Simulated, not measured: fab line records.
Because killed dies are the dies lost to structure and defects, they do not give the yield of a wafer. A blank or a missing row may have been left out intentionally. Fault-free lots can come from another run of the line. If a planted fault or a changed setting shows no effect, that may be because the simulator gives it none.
8D (eight disciplines) problem report, filled in by code ; flow n5_finfet ; the parts of the form that need people (team, actions taken, sign-off) are left out

## 1. PROBLEM STATEMENT
Mean of run_length_s at N5_BEOL_M8_CVD_78: 163.7 s across 4 wafers in 3 lots; on wafers with no fault it is 165.6 s (standard deviation 0.43). Relative to the usual mean, that is a shift of -4.5 standard deviations.
The step: deposits Co from CCTBA/H2, target thk 2 nm, time 142.3 s.
First observed at day 10 15:11: wafer L560.2, on cvd_co-01. The record holds 33 wafers of 12 lots with a number at this step. Rule for "out" (also "out of limits"): further than 4 standard deviations from the usual mean. Any other wafer with a number is counted as sound.

## 2. WHAT IT IS AND WHAT IT IS NOT
question;is;is not
which readings at this step;run_length_s;-
which lots;L560, L561, L562;L556, L557, L558, L559, L572, L574, L576, L578, L579
which wafers of those lots;L560.2, L560.6, L561.2, L562.6;L560.4, L562.5
read on which tools;cvd_co-01;cvd_co-02
when;from day 10 15:11;"up to then (13 sound wafers); but 16 sound wafers of L562, L572, L574, L576, L578, L579 came after"

## 3. THE SUSPECTS, EACH WITH WHAT RULES IT OUT
Counting: if a tool at a process step up to the reading ran every lot that is out, it stays a suspect. Sound lots after the first of them don't rule it out here, since some wafers of a struck lot are sound.
- cvd_co-01 at N5_BEOL_M8_CVD_78 (deposits Co from CCTBA/H2, target thk 2 nm, time 142.3 s): kept. Every lot that is out went through it, the first being L560 (day 10 15:11); the last sound lot it ran before that was L559 (day 10 04:38). Its own run_length_s readings are out on those wafers.
After counting, what remains is cvd_co-01 at N5_BEOL_M8_CVD_78.

## 4. THE CAUSE (what the simulator had put in)
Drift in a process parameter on cvd_co-01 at N5_BEOL_M8_CVD_78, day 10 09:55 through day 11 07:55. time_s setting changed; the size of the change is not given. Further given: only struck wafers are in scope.
After counting, this tool was the only one left.

## 5. THE EFFECT CHAIN, in route order
Each row: a reading whose mean over the struck wafers that have a number lies more than 3 standard deviations from the usual. Scope: only readings with a usual standard deviation given in the record; hours: median across lots of the time from each lot's start at the first step in this table that gives one to its start at this step; sigmas: change in usual standard deviations.
hours;step;reading;usual;on struck wafers;change;sigmas
0;N5_BEOL_M8_CVD_78;run_length_s;165.6 s;163.7;-1.9;-4.5
Here are the process steps it includes:
- N5_BEOL_M8_CVD_78: deposits Co from CCTBA/H2, target thk 2 nm, time 142.3 s.

## 6. WHAT WOULD HAVE CAUGHT IT SOONER
First out-of-limits reading in this record: day 10 15:11, which is 5 hours after fault onset at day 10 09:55.
